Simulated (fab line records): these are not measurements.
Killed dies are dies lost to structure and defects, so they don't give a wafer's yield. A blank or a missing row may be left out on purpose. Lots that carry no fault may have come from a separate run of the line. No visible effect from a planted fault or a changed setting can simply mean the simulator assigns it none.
Split-lot trial | flow n5_finfet | 7 lots, 39 wafers read, on a route of 1938 steps

## THE SPLIT
At N5_ZERO_LAYER_DEVELOP_10 (develop time 60 s), the setting develop_time_s was moved away from the recipe's 60 s on 9 of the 39 wafers read, by -53.0% to +54.4%. This setting was run at the recipe's value on the other wafers.

## FROM THE SPLIT TO THE READING: what the file shows between them, 1 step
- N5_ZERO_LAYER_HARDBAKE_23: time 120 s

## THE READING
At N5_ZERO_LAYER_CD_MEAS_11: cd_nm in nanometres, against a target cd of 2000 nm. A value of 1999.7 nm with a standard deviation of 1.4 nm is what fault-free wafers of this fab line usually give.

wafer  | tool, chamber at the split | develop_time_s as run, s | against the recipe | cd_nm, nm | against lot-mates on the recipe
L076.1 | litho_track-02, 0          | 60                       | recipe             | 1999.9    | -
L076.2 | litho_track-02, 0          | 60                       | recipe             | 2000.9    | -
L076.3 | litho_track-02, 0          | 60                       | recipe             | 1999.7    | -
L076.4 | litho_track-02, 0          | 60                       | recipe             | 2000.5    | -
L076.5 | litho_track-02, 0          | 60                       | recipe             | 2000.5    | -
L076.6 | litho_track-02, 0          | 60                       | recipe             | 2001.2    | -
L077.1 | litho_track-05, 0          | 60                       | recipe             | 1998.3    | -
L077.2 | litho_track-05, 0          | 60                       | recipe             | 2000.2    | -
L077.3 | litho_track-05, 0          | 60                       | recipe             | 1999.2    | -
L077.4 | litho_track-05, 0          | 92.67                    | +54.4%             | 2008.2    | +9.0
L077.5 | litho_track-05, 0          | 92.67                    | +54.4%             | 2008.1    | +8.9
L077.6 | litho_track-05, 0          | 92.67                    | +54.4%             | 2007.2    | +8.0
L079.2 | litho_track-02, 0          | 60                       | recipe             | 2001.6    | -
L079.3 | litho_track-02, 0          | 60                       | recipe             | 2000.0    | -
L079.5 | litho_track-02, 0          | 60                       | recipe             | 2000.6    | -
L080.1 | litho_track-01, 0          | 28.17                    | -53.0%             | 1982.0    | -17.4
L080.2 | litho_track-01, 0          | 60                       | recipe             | 1999.9    | -
L080.3 | litho_track-01, 0          | 28.17                    | -53.0%             | 1984.0    | -15.4
L080.4 | litho_track-01, 0          | 60                       | recipe             | 1999.4    | -
L080.5 | litho_track-01, 0          | 60                       | recipe             | 1998.9    | -
L080.6 | litho_track-01, 0          | 28.17                    | -53.0%             | 1983.0    | -16.4
L082.1 | litho_track-02, 0          | 60                       | recipe             | 2000.3    | -
L082.2 | litho_track-02, 0          | 60                       | recipe             | 1999.7    | -
L082.3 | litho_track-02, 0          | 60                       | recipe             | 2000.0    | -
L082.4 | litho_track-02, 0          | 60                       | recipe             | 2000.5    | -
L082.5 | litho_track-02, 0          | 60                       | recipe             | 1999.4    | -
L082.6 | litho_track-02, 0          | 60                       | recipe             | 2001.1    | -
L083.1 | litho_track-02, 0          | 45.46                    | -24.2%             | 1992.3    | -6.3
L083.2 | litho_track-02, 0          | 45.46                    | -24.2%             | 1992.9    | -5.7
L083.3 | litho_track-02, 0          | 60                       | recipe             | 1998.6    | -
L083.4 | litho_track-02, 0          | 45.46                    | -24.2%             | 1992.1    | -6.5
L083.5 | litho_track-02, 0          | 60                       | recipe             | 1998.3    | -
L083.6 | litho_track-02, 0          | 60                       | recipe             | 1998.8    | -
L097.1 | litho_track-01, 0          | 60                       | recipe             | 1996.3    | -
L097.2 | litho_track-01, 0          | 60                       | recipe             | 1996.8    | -
L097.3 | litho_track-01, 0          | 60                       | recipe             | 1996.2    | -
L097.4 | litho_track-01, 0          | 60                       | recipe             | 1998.1    | -
L097.5 | litho_track-01, 0          | 60                       | recipe             | 1996.8    | -
L097.6 | litho_track-01, 0          | 60                       | recipe             | 1997.8    | -

THE FIT
A straight line over all 39 wafers: cd_nm changes by +0.232 nm for each +1% of develop_time_s; r = +0.93; the points scatter about the line by 2 nm.
The same after taking each lot's own level away (the mean of its wafers on the recipe; 39 wafers): +0.231 nm for each +1%; r = +0.96; scatter 1.6 nm.
The reading moves by 13 nm for the largest change in develop_time_s, on that fit.
The lots' own levels span 1997.00 to 2000.73 nm, that is 2.7 times the standard deviation above.
The two slopes agree, so the slope changes little with the lot-to-lot level.
Check: with one of the wafers moved furthest among these (+54.4%) left out of the fit, the line predicts +12.6 nm for it against its lot-mates. It came out at +8.97 nm against them.

## THE WHOLE CHAIN: every reading that the file lists as answering this split, in the file's order
step                     | what it does             | reading                                                           | change (the file's fit)               | r (the file's)
N5_ZERO_LAYER_CD_MEAS_11 | target cd 2000 nm        | cd_nm                                                             | +0.234 nm for each +1% of the setting | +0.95
N5_ZERO_LAYER_DESCUM_16  | chemistry O2, time 7.9 s | ZERO_LAYER.cd_nm (the simulator's own value, which no gauge read) | +0.231 nm for each +1% of the setting | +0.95

## THE FILE'S OWN FIT
cd_nm changes by +0.234 nm for each +1% of develop_time_s, r = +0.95.
